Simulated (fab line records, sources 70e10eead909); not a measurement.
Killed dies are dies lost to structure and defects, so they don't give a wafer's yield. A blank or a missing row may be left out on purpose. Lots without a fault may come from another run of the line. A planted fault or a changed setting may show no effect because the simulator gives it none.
Problem report in the 8D (eight disciplines) form, filled by code | flow nand_harc | the parts of the form that need people (team, actions taken, sign-off) are left out

1. THE PROBLEM
heater_power_total_W at NHARC_A_M1_SOFTBAKE_04 reads a mean of 206.47 W on 1 wafer of 1 lot; wafers without a fault read 188.45 W with a standard deviation of 0.14. That is +99 or more standard deviations from the usual mean.
The step: time 55 s.
First seen on wafer L926.3, day 30 14:00, on litho_track-04. The record holds 36 wafers of 12 lots with a number at this step. Rule for "out", or "out of limits": more than 4 standard deviations from the usual mean. The other wafers with a number count as sound.

2. WHAT IT IS AND WHAT IT IS NOT
question                    | is                   | is not
which readings at this step | heater_power_total_W | -
which lots                  | L926                 | L911, L912, L913, L914, L916, L917, L919, L921, L922, L924, L925
which wafers of those lots  | L926.3               | L926.2, L926.4
read on which tools         | litho_track-04       | litho_track-01, litho_track-06
when                        | from day 30 14:00    | up to then (35 sound wafers)

3. SUSPECTS, AND WHAT RULES EACH OUT
Counting: a tool at a process step up to the reading stays a suspect if it ran every lot that is out. Sound lots after the first of them don't rule it out here, since some wafers of a struck lot are sound.
- pvd_sputter-01 at NHARC_A_M0_PRE_CLEAN_29 (time 30 s): kept. It ran the lot that is out, L926 (day 30 12:58); its last sound lot up to then is L925 (day 30 02:07). NHARC_A_M0_PRE_CLEAN_29 gives no start for some lots, so the hours and the order of its lots are those of NHARC_A_M0_CMP_23.
- pvd_sputter-01 at NHARC_A_M0_PVD_21 (deposits Cu, target thk 30 nm, time 20.49 s): kept. It ran the lot that is out, L926 (day 30 12:58); its last sound lot up to then is L925 (day 30 02:07). NHARC_A_M0_PVD_21 gives no start for some lots, so the hours and the order of its lots are those of NHARC_A_M0_CMP_23.
- cmp-01 at NHARC_A_M0_CMP_23 (polishes, t overpolish 20 s, target thk 113.75 nm): kept. It ran the lot that is out, L926 (day 30 12:58); its last sound lot up to then is L922 (day 28 12:38).
- litho_track-04 at NHARC_A_M1_SOFTBAKE_04 (time 55 s): kept. It ran the lot that is out, L926 (day 30 14:00); its last sound lot up to then is L925 (day 30 03:00). Its own readings are out on those wafers: heater_power_total_W.
- Within cmp-01 at NHARC_A_M0_CMP_23: the wafers that are out ran in chamber 3; their sound lot-mates ran in chambers 1, 2.
Left after counting: pvd_sputter-01 at NHARC_A_M0_PRE_CLEAN_29, pvd_sputter-01 at NHARC_A_M0_PVD_21, cmp-01 at NHARC_A_M0_CMP_23, litho_track-04 at NHARC_A_M1_SOFTBAKE_04.

4. THE CAUSE (what the simulator had put in)
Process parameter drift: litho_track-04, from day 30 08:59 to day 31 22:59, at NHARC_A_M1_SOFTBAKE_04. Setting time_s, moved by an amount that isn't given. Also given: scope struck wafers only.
Counting left 4 suspects, and this tool is among them.

5. THE CHAIN OF EFFECTS, in route order
Each row: a reading whose mean over the struck wafers that have a number lies more than 3 standard deviations from the usual. Only readings for which the record gives a usual standard deviation are gone through. hours: the time from each lot's start at the first step in this table that gives one to its start at this step, as a median over the lots. sigmas: the change in usual standard deviations.
hours | step                   | reading              | usual    | on struck wafers | change | sigmas
0     | NHARC_A_M1_SOFTBAKE_04 | heater_power_total_W | 188.45 W | 206.47           | +18.02 | +99 or more
39    | NHARC_END_SORT_01      | killed_at_other      | 1.0      | 5.0              | +4.0   | +3.1
The process steps in it:
- NHARC_A_M1_SOFTBAKE_04: time 55 s.
Readings that are blank on the struck wafers while sound wafers have them: plate_temp_C at NHARC_A_M1_SOFTBAKE_04.

6. WHAT WOULD HAVE CAUGHT IT SOONER
In this record the first reading out of limits was taken at day 30 14:00, 5 hours after the fault began at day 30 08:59.
